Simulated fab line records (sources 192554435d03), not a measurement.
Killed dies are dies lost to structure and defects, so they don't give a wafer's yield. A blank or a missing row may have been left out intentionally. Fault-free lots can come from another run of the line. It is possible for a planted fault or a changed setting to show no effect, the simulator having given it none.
Shared-tool check :: flow n5-finfet :: 11 lots, 32 wafers sampled

## WHY IT WAS OPENED
N5_BEOL_M15_OVL_MEAS_11, reading V14_OVL: flagged on 3 of 11 lots. Fault-free wafers read -1 nm, with a standard deviation of 4.4.
Rule: a lot is flagged when every wafer of it that has a number lies more than 4 standard deviations from that mean, or none has a number. As for the other lots, they are considered sound.

lot: L550
measured: day 11 06:36
on: overlay-01
V14_OVL (nm), wafer by wafer: 6 1
flag: 

lot: L552
measured: day 11 20:46
on: overlay-01
V14_OVL (nm), wafer by wafer: 0 5 8
flag: 

lot: L555
measured: day 12 13:52
on: overlay-02
V14_OVL (nm), wafer by wafer: 33 39 28
flag: FLAGGED

lot: L557
measured: day 12 14:20
on: overlay-02
V14_OVL (nm), wafer by wafer: -1 -1 -11
flag: 

lot: L556
measured: day 12 20:55
on: overlay-01
V14_OVL (nm), wafer by wafer: 52 37 43
flag: FLAGGED

lot: L559
measured: day 12 21:35
on: overlay-02
V14_OVL (nm), wafer by wafer: 42 39 42
flag: FLAGGED

lot: L561
measured: day 14 12:23
on: overlay-01
V14_OVL (nm), wafer by wafer: -2 -2 -3
flag: 

lot: L565
measured: day 14 21:13
on: overlay-02
V14_OVL (nm), wafer by wafer: 5 -1 2
flag: 

lot: L566
measured: day 15 13:06
on: overlay-01
V14_OVL (nm), wafer by wafer: -5 -4 -5
flag: 

lot: L567
measured: day 15 13:22
on: overlay-02
V14_OVL (nm), wafer by wafer: 6 4 1
flag: 

lot: L568
measured: day 15 21:15
on: overlay-01
V14_OVL (nm), wafer by wafer: 0 5 -1
flag: 
The mean of the flagged lots' numbers is 39 nm, +40 nm from the usual (+9 standard deviations).

## WHICH TOOL RAN EACH LOT
The record holds 4 process steps before the reading, out of a route of 1938 steps. Read each cell as the tool, then ch plus the chambers that the sampled wafers visited, then the start.
lot: L550
flag: 
N5_BEOL_M14_STRIP_37: rie-diel-05 ch 0,2, day 11 04:02
N5_BEOL_M14_DEGAS_41: pvd-sputter-02, day 11 04:31
N5_BEOL_M14_DEP_53: pecvd-03 ch 2, day 11 05:46
N5_BEOL_M15_EXPOSE_07: krf-scanner-02 ch 0, day 11 06:23

lot: L552
flag: 
N5_BEOL_M14_STRIP_37: rie-diel-05 ch 0,1,2, day 11 17:38
N5_BEOL_M14_DEGAS_41: pvd-sputter-02, day 11 18:44
N5_BEOL_M14_DEP_53: pecvd-02 ch 1,2, day 11 19:56
N5_BEOL_M15_EXPOSE_07: krf-scanner-02 ch 0, day 11 20:34

lot: L555
flag: FLAGGED
N5_BEOL_M14_STRIP_37: rie-diel-04 ch 1,2,3, day 12 11:11
N5_BEOL_M14_DEGAS_41: pvd-sputter-03, day 12 11:50
N5_BEOL_M14_DEP_53: pecvd-03 ch 0,2, day 12 13:02
N5_BEOL_M15_EXPOSE_07: krf-scanner-02 ch 0, day 12 13:40

lot: L557
flag: 
N5_BEOL_M14_STRIP_37: rie-diel-05 ch 0,1,2, day 12 11:13
N5_BEOL_M14_DEGAS_41: pvd-sputter-02, day 12 12:16
N5_BEOL_M14_DEP_53: pecvd-03 ch 0,1,2, day 12 13:29
N5_BEOL_M15_EXPOSE_07: krf-scanner-01 ch 0, day 12 14:09

lot: L556
flag: FLAGGED
N5_BEOL_M14_STRIP_37: rie-diel-05 ch 1,2, day 12 18:17
N5_BEOL_M14_DEGAS_41: pvd-sputter-01, day 12 18:51
N5_BEOL_M14_DEP_53: pecvd-01 ch 1,2, day 12 20:04
N5_BEOL_M15_EXPOSE_07: krf-scanner-02 ch 0, day 12 20:44

lot: L559
flag: FLAGGED
N5_BEOL_M14_STRIP_37: rie-diel-06 ch 0,1,2, day 12 18:43
N5_BEOL_M14_DEGAS_41: pvd-sputter-02, day 12 19:20
N5_BEOL_M14_DEP_53: pecvd-02 ch 1,2, day 12 20:52
N5_BEOL_M15_EXPOSE_07: krf-scanner-02 ch 0, day 12 21:22

lot: L561
flag: 
N5_BEOL_M14_STRIP_37: rie-diel-05 ch 1,2,3, day 14 09:22
N5_BEOL_M14_DEGAS_41: pvd-sputter-03, day 14 10:20
N5_BEOL_M14_DEP_53: pecvd-03 ch 0,1, day 14 11:32
N5_BEOL_M15_EXPOSE_07: krf-scanner-01 ch 0, day 14 12:11

lot: L565
flag: 
N5_BEOL_M14_STRIP_37: rie-diel-04 ch 0,1, day 14 18:25
N5_BEOL_M14_DEGAS_41: pvd-sputter-03, day 14 18:55
N5_BEOL_M14_DEP_53: pecvd-03 ch 0,1,2, day 14 20:30
N5_BEOL_M15_EXPOSE_07: krf-scanner-01 ch 0, day 14 21:01

lot: L566
flag: 
N5_BEOL_M14_STRIP_37: rie-diel-06 ch 2,3, day 15 07:39
N5_BEOL_M14_DEGAS_41: pvd-sputter-03, day 15 08:11
N5_BEOL_M14_DEP_53: pecvd-03 ch 1,2, day 15 12:23
N5_BEOL_M15_EXPOSE_07: krf-scanner-01 ch 0, day 15 12:54

lot: L567
flag: 
N5_BEOL_M14_STRIP_37: rie-diel-04 ch 0,2,3, day 15 07:41
N5_BEOL_M14_DEGAS_41: pvd-sputter-03, day 15 08:31
N5_BEOL_M14_DEP_53: pecvd-02 ch 0,2, day 15 12:40
N5_BEOL_M15_EXPOSE_07: krf-scanner-01 ch 0, day 15 13:11

lot: L568
flag: 
N5_BEOL_M14_STRIP_37: rie-diel-04 ch 1,2,3, day 15 17:44
N5_BEOL_M14_DEGAS_41: pvd-sputter-01, day 15 18:01
N5_BEOL_M14_DEP_53: pecvd-02 ch 0,1,2, day 15 20:32
N5_BEOL_M15_EXPOSE_07: krf-scanner-01 ch 0, day 15 21:03
These steps, and what they do:
- N5_BEOL_M14_STRIP_37: strips in O2.
- N5_BEOL_M14_DEGAS_41: time 60 s.
- N5_BEOL_M14_DEP_53: deposits SiCN from 3MS/NH3, target thk 50 nm, time 17.8 s.
- N5_BEOL_M15_EXPOSE_07: exposes mask V14.
- N5_BEOL_M15_OVL_MEAS_11

## FLAGGED AGAINST TOTAL, ONE TOOL AT A TIME (gauges that did the reading follow at the end)
step: N5_BEOL_M14_STRIP_37
tool: rie-diel-04
lots run: 4
flagged: 1
share of the flagged lots: some
sound lots run after its first flagged lot: 3 (L565,L567,L568)

step: N5_BEOL_M14_STRIP_37
tool: rie-diel-05
lots run: 5
flagged: 1
share of the flagged lots: some
sound lots run after its first flagged lot: 1 (L561)

step: N5_BEOL_M14_STRIP_37
tool: rie-diel-06
lots run: 2
flagged: 1
share of the flagged lots: some
sound lots run after its first flagged lot: 1 (L566)

step: N5_BEOL_M14_DEGAS_41
tool: pvd-sputter-01
lots run: 2
flagged: 1
share of the flagged lots: some
sound lots run after its first flagged lot: 1 (L568)

step: N5_BEOL_M14_DEGAS_41
tool: pvd-sputter-02
lots run: 4
flagged: 1
share of the flagged lots: some
sound lots run after its first flagged lot: 0

step: N5_BEOL_M14_DEGAS_41
tool: pvd-sputter-03
lots run: 5
flagged: 1
share of the flagged lots: some
sound lots run after its first flagged lot: 4 (L561,L565,L566,L567)

step: N5_BEOL_M14_DEP_53
tool: pecvd-01
lots run: 1
flagged: 1
share of the flagged lots: some
sound lots run after its first flagged lot: 0

step: N5_BEOL_M14_DEP_53
tool: pecvd-02
lots run: 4
flagged: 1
share of the flagged lots: some
sound lots run after its first flagged lot: 2 (L567,L568)

step: N5_BEOL_M14_DEP_53
tool: pecvd-03
lots run: 6
flagged: 1
share of the flagged lots: some
sound lots run after its first flagged lot: 4 (L557,L561,L565,L566)

step: N5_BEOL_M15_EXPOSE_07
tool: krf-scanner-01
lots run: 6
flagged: 0
share of the flagged lots: none
sound lots run after its first flagged lot: -

step: N5_BEOL_M15_EXPOSE_07
tool: krf-scanner-02
lots run: 5
flagged: 3
share of the flagged lots: all
sound lots run after its first flagged lot: 0

step: N5_BEOL_M15_OVL_MEAS_11
tool: overlay-01
lots run: 6
flagged: 1
share of the flagged lots: some
sound lots run after its first flagged lot: 3 (L561,L566,L568)

step: N5_BEOL_M15_OVL_MEAS_11
tool: overlay-02
lots run: 5
flagged: 2
share of the flagged lots: some
sound lots run after its first flagged lot: 3 (L557,L565,L567)

## WHAT IS ALLOWED BY THE TABLE
Rows of the table that ran each flagged lot: 1, that is krf-scanner-02 at N5_BEOL_M15_EXPOSE_07.
- krf-scanner-02 at N5_BEOL_M15_EXPOSE_07: 3 of its 5 lots flagged. A fault beginning between L552 (day 11 20:34), its last sound lot, and L555 (day 12 13:40), its first flagged one, fits the data.
One tool is left: krf-scanner-02 at N5_BEOL_M15_EXPOSE_07.

## WHAT THE SIMULATOR HAD PUT IN
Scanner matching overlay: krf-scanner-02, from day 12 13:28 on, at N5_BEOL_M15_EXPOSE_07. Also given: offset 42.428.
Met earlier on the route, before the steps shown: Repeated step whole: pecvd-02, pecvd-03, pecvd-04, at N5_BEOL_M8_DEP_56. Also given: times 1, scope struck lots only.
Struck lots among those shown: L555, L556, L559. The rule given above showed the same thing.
